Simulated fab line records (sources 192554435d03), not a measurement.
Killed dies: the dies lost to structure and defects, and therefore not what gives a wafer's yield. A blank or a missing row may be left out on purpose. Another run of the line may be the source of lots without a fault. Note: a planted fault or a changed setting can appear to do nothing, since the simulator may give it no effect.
A single fault, viewed from 3 desks / flow n5-finfet / each desk has only its own numbers; what lay behind them comes last

FROM THE METROLOGY DESK
Means of the sampled wafers that have a number, per lot and without regard to the tool the lot ran on: this is what the gauges read. Marked OUT: a lot whose mean sits more than 4 standard deviations from the usual mean, which makes it out of limits; the brackets give that distance.
Columns: A = cd-nm at N5_BEOL_M7_CD_MEAS_28, usual 39.99 nm; B = V6_OVL at N5_BEOL_M7_OVL_MEAS_29, usual -0.4 nm
lot=L785; first seen here=day 9 11:44; A=39.79; B=0.8
lot=L790; first seen here=day 11 02:54; A=39.80; B=0.0
lot=L797; first seen here=day 12 20:14; A=39.95; B=-0.7
lot=L800; first seen here=day 13 11:41; A=39.87; B=-0.2
lot=L804; first seen here=day 15 00:05; A=40.09; B=0.1
This desk found nothing out of limits on any of the 5 lots.

THE DEFECT DESK
For each lot, the counts of the inspections along the route, averaged over the sampled wafers that have a number. Marked OUT: a lot whose mean sits more than 4 standard deviations from the usual mean, which makes it out of limits; the brackets give that distance.
Columns: A = raw-defect-count at N5_BEOL_M7_INSPECT_30, usual 412
lot=L785; first seen here=day 9 11:50; A=359
lot=L790; first seen here=day 11 02:59; A=344
lot=L797; first seen here=day 12 20:19; A=444
lot=L800; first seen here=day 13 11:46; A=406
lot=L804; first seen here=day 15 00:11; A=487
This desk found nothing out of limits on any of the 5 lots.

THE TOOL OWNER'S DESK: rie-diel-05
The tool's own readings at N5_BEOL_M7_VIA_ETCH_34 (etches SiCOH lowk in C4F6/O2, target depth 125.5 nm, time 50.5 s): means of the sampled wafers that have a number, for each lot that ran on this tool. Marked OUT: a lot whose mean sits more than 4 standard deviations from the usual mean, which makes it out of limits; the brackets give that distance. Shown are 7 of the 8 readings it has, namely the first that went out of limits plus those furthest out on some lot.
Columns: A = C4F6_flow_sccm at N5_BEOL_M7_VIA_ETCH_34, usual 10.001 sccm; B = oes_f_703_au at N5_BEOL_M7_VIA_ETCH_34, usual 0.82 a.u.; C = oes-product-au at N5_BEOL_M7_VIA_ETCH_34, usual 0.81 a.u.; D = rf-fwd-power-W at N5_BEOL_M7_VIA_ETCH_34, usual 341.4 W; E = rf-vpp-V at N5_BEOL_M7_VIA_ETCH_34, usual 656 V; F = showerhead-plenum-p-Torr at N5_BEOL_M7_VIA_ETCH_34, usual 2.81 Torr; G = throttle-valve-pct at N5_BEOL_M7_VIA_ETCH_34, usual 20.62 %
lot=L790; first seen here=day 11 03:12; A=10.006; B=0.89; C=0.89; D=341.5; E=657; F=2.85; G=20.33
lot=L797; first seen here=day 12 20:32; A=9.989; B=1.02; C=0.95; D=368.8 (+18) OUT; E=637; F=2.91; G=20.36
lot=L804; first seen here=day 15 00:36; A=9.998; B=0.87; C=0.88; D=340.2; E=667; F=2.93; G=20.42
This desk's verdict: out of limits on L797, starting with L797 at day 12 20:32 (rf-fwd-power-W at N5_BEOL_M7_VIA_ETCH_34). L790, L804 stayed within limits.

TAKEN TOGETHER
At day 12 20:32, on L797, the tool owner's desk was in a position to raise an alarm.
At the metrology desk, nothing out of limits was observed.
Nothing the defect desk looked at was out of limits.
The metrology desk has L797 on record, within its limits.
The defect desk has L797 on record, within its limits.
All the named lots went through N5_BEOL_M7_VIA_ETCH_34 on rie-diel-05.

WHAT WAS PUT IN BY THE SIMULATOR
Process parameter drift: rie-diel-05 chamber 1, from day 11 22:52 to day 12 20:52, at N5_BEOL_M7_VIA_ETCH_34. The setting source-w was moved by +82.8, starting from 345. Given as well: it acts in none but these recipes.
Lots struck among those shown: L797.
How many hours passed from the start of the fault until each desk's first out-of-limits reading: the tool owner's desk, 22.
